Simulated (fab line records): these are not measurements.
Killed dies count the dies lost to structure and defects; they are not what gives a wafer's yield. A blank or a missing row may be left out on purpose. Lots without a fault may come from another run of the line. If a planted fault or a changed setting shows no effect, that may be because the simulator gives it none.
Matching of chambers    flow n5 finfet    N5_BEOL_M6_DESCUM_33 on rie diel-02 has 4 sister chambers
The step chemistry O2, time 7 s. 20 wafers are shown with their chamber, then 10 later ones without.

EACH WAFER AND ITS CHAMBER
wafer   chamber  showerhead plenum p Torr (Torr)  oes product au (a.u.)  drypump motor current A (A)
L074.1  3        2.02                             0.83                   6.0
L074.2  1        2.17                             0.73                   5.4
L074.3  0        1.90                             0.75                   6.3
L074.4  3        2.02                             0.83                   5.9
L074.5  0        1.91                             0.75                   6.4
L074.6  1        2.17                             0.73                   5.4
L075.1  1        2.17                             0.73                   5.4
L075.3  0        1.90                             0.75                   6.3
L075.5  0        1.90                             0.75                   6.3
L077.3  2        2.07                             0.98                   5.8
L077.5  1        2.16                             0.72                   5.4
L077.6  0        1.90                             0.73                   6.4
L078.2  0        1.90                             0.73                   6.3
L078.4  2        2.07                             0.97                   5.7
L078.6  2        2.07                             0.98                   5.8
L083.3  1        2.16                             0.71                   5.4
L083.4  0        1.90                             0.73                   6.3
L083.5  3        2.02                             0.82                   6.0
L090.1  0        1.89                             0.73                   6.3
L090.2  3        2.01                             0.80                   5.9

SIGNATURES (averages over the wafers above)
reading                   chamber 0  chamber 1  chamber 2  chamber 3  scatter within a chamber
showerhead plenum p Torr  1.9000     2.1660     2.0700     2.0175     0.00497
oes product au            0.7400     0.7240     0.9767     0.8200     0.0106
drypump motor current A   6.325      5.400      5.767      5.950      0.0445
Rule: distance of a wafer from a chamber = root of the sum over the readings of ((wafer's reading minus chamber's mean) / reading's scatter) squared. If the next closest chamber is less than 2 further off than the closest, the wafer can't be placed; otherwise it belongs to the closest. The scatter: take each reading less its chamber's mean, square it, sum over the shown wafers, divide by the number of wafers less the number of chambers, and take the root.

WAFERS WITHOUT THEIR CHAMBER
wafer   showerhead plenum p Torr (Torr)  oes product au (a.u.)  drypump motor current A (A)
L090.6  2.16                             0.70                   5.4
L092.1  2.15                             0.68                   5.4
L092.2  1.89                             0.71                   6.3
L092.6  1.89                             0.71                   6.3
L095.1  2.05                             0.86                   5.8
L095.2  2.15                             0.69                   5.4
L095.4  1.89                             0.71                   6.3
L096.2  2.15                             0.69                   5.4
L096.3  1.89                             0.71                   6.4
L096.5  2.05                             0.86                   5.8

WHICH CHAMBER EACH WENT THROUGH
wafer    from the rows above   in truth
L090.6   1                     1
L092.1   1                     1
L092.2   0                     0
L092.6   0                     0
L095.1   3                     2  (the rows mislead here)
L095.2   1                     1
L095.4   0                     0
L096.2   1                     1
L096.3   0                     0
L096.5   3                     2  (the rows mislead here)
Placed correctly: 8 of 10. Can't be placed from these rows: 0. Number placed wrongly: 2.
